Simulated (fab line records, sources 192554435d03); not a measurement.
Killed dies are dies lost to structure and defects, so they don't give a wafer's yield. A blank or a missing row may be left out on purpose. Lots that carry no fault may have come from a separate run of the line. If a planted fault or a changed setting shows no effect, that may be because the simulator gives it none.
A lot that was struck, set against a sound lot + flow n5 finfet + 39 steps out of a route of 1938
Sound: these wafers, L425.2, L425.5, L425.6. Struck: wafer L418.1; the same lot's L418.4 was not struck, so it is left out; see the end for the cause.
Order at every step that has rows: each side's tool, ch and its chambers, its first start. Under that, the readings that differ: sound wafers + struck wafers + difference of the means + sigmas: that difference in standard deviations of wafers without a fault.
alike: readings whose means differ by less than 2 such deviations, and words and numbers that are the same on both sides. not compared: withheld readings, readings that some wafer has no value for, bounds like >300 that may hide the same value, and numbers for which the record gives no deviation and whose values overlap.
The two part at a step that has a row with sigmas, a row that says differs or no value, or rows on one side only. Numbers that don't overlap but have no deviation are shown without sigmas and don't part them. A reading that every wafer of one side lacks parts them only if that side has two wafers or more.

first, 9 steps without rows for these wafers: N5_BEOL_M4_ANNEAL_95 (time 240 s); N5_BEOL_M4_SPUTTER_96 (material Cu, target thk 4.5 nm, time 8.29 s); N5_BEOL_M4_ECD_50 (material Cu, target thk 300 nm); N5_BEOL_M4_ANNEAL_51 (time 90 s); N5_BEOL_M4_CMP_52 (polishes, stops on SiOC, t overpolish 6.8 s, target thk 40 nm); N5_BEOL_M4_PRE_CLEAN_60 (time 15 s); N5_BEOL_M4_CO_CAP_55 (material Co, precursor CCTBA/H2, target thk 2 nm, time 102.1 s); N5_BEOL_M4_PRE_CLEAN_56 (time 15 s); N5_BEOL_M4_DEP_57 (deposits SiCN from 3MS/NH3, target thk 8 nm, time 14 s).
N5_BEOL_M4_RC_MEAS_101:
  sound on prober-01 ch 0, day 13 03:39; struck on prober-02 ch 0, day 11 14:02
  alike: DIBL_N, DIBL_P, IOFF_N, IOFF_P, ION_N, ION_P, SS_N, SS_P, VT_N, VT_P
then, 24 steps without rows for these wafers: N5_BEOL_M5_ILD_DEP_00 (deposits SiCOH lowk from DEMS/porogen, target thk 140.64 nm, time 25.9 s); N5_BEOL_M5_CURE_79 (cures SiCOH lowk, time 240 s); N5_BEOL_M5_PECVD_70 (deposits SiO2 from TEOS/O2, target thk 16 nm, time 18 s); N5_BEOL_M5_HM_DEP_02 (deposits TiN, target thk 20 nm); N5_BEOL_M5_COAT_59 (time 60 s, resist thk 60 nm); N5_BEOL_M5_COAT_60 (time 60 s, resist thk 12 nm); N5_BEOL_M5_COAT_71 (time 60 s, resist thk 5 nm); N5_BEOL_M5_COAT_05 (resist thk 30 nm); N5_BEOL_M5_EBR_07; N5_BEOL_M5_SOFTBAKE_06 (time 60 s); N5_BEOL_M5_EXPOSE_08 (exposes mask M5, target cd 28 nm); N5_BEOL_M5_PEB_09 (peb time 60 s); N5_BEOL_M5_DEVELOP_10 (develop time 30 s); N5_BEOL_M5_DESCUM_16 (chemistry O2, time 7 s); N5_BEOL_M5_ETCH_72 (etches underlayer in N2/H2, target depth 6.5 nm, time 5.2 s); N5_BEOL_M5_ETCH_61 (etches SiARC in CF4, target depth 15.6 nm, time 26 s); N5_BEOL_M5_ETCH_62 (etches SOC in N2/H2, target depth 75 nm, overetch 15 nm, time 112.5 s); N5_BEOL_M5_STRIP_63 (strips in N2/H2); N5_BEOL_M5_STRIP_73 (strips in N2/H2); N5_BEOL_M5_STRIP_64 (strips in CF4); N5_BEOL_M5_HM_OPEN_17 (chemistry Cl2/BCl3, target TiN, target depth 20 nm, overetch 6 nm); N5_BEOL_M5_STRIP_19 (strips in O2); N5_BEOL_M5_COAT_65 (time 60 s, resist thk 60 nm); N5_BEOL_M5_COAT_66 (time 60 s, resist thk 12 nm).
-- record jumps: 2 days separate the struck wafers' starts on either side; left off in module BEOL_M5, taken up again in module BEOL_M11, whose first shown step is the route's number 1554 --
N5_BEOL_M11_ETCH_62: etches SOC in N2/H2, target depth 110 nm, overetch 22 nm, time 165 s.
  sound on rie diel-01 ch 0,2,3, day 15 14:12; struck on rie diel-02 ch 1, day 13 21:29
| reading                                     | sound            | struck | difference | sigmas |
|---------------------------------------------|------------------|--------|------------|--------|
| showerhead plenum p Torr (Torr)             | 2.61 2.57 2.48   | 2.40   | -0.15      | -2     |
| model.etch.depth nm (nm)                    | 100.3 100.2 99.7 | 87.37  | -12.70     |        |
| model.SiARC_of_BEOL_M11_COAT_60.thk nm (nm) | 23.6 23.2 23.6   | 25.8   | +2.3       |        |
  alike: drypump motor current A, h2 flow sccm, oes product au, rf vpp V, throttle valve pct
  not compared: bias w, rf hours counter h
N5_BEOL_M11_HM_OPEN_17: chemistry Cl2/BCl3, target TiN, target depth 20 nm, overetch 6 nm.
  sound on rie metal-03 ch 0,1, day 15 14:23; struck on rie metal-02 ch 0, day 13 21:41
| reading                     | sound             | struck | difference | sigmas |
|-----------------------------|-------------------|--------|------------|--------|
| drypump motor current A (A) | 5.4 5.4 5.6       | 6.6    | +1.1       | +3     |
| oes product au (a.u.)       | 0.69 0.68 0.81    | 0.31   | -0.42      | -6     |
| throttle valve pct (%)      | 21.90 21.89 22.11 | 22.43  | +0.46      | +3     |
  alike: bias w
  not compared: rf hours counter h
N5_BEOL_M11_CD_MEAS_18: pitch 140 nm, target cd 70 nm.
  sound: cd sem-02 at day 15 14:40; struck: cd sem-02 at day 13 21:52
  not compared: cd nm
N5_BEOL_M11_OCD_MEAS_38:
  sound: ocd-02 at day 15 16:22; struck: ocd-02 at day 13 22:47
  not compared: trench depth nm
-- a jump in the record: the struck wafers' starts before and after are 2 days apart (it breaks off in module BEOL_M11 and resumes in module PASSIVATION, where the first step shown is number 1936 of the route) --
N5_PASSIVATION_PROBE_49:
  record: rows for the struck wafers here (prober-02, day 15 23:13), none for the sound ones

## WHERE THEY PART
First at N5_BEOL_M11_ETCH_62; last, within this record, at N5_PASSIVATION_PROBE_49.

WHY: whatever the simulator had introduced
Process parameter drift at N5_BEOL_M11_ETCH_62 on rie diel-02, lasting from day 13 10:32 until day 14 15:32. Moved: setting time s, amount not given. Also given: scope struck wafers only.
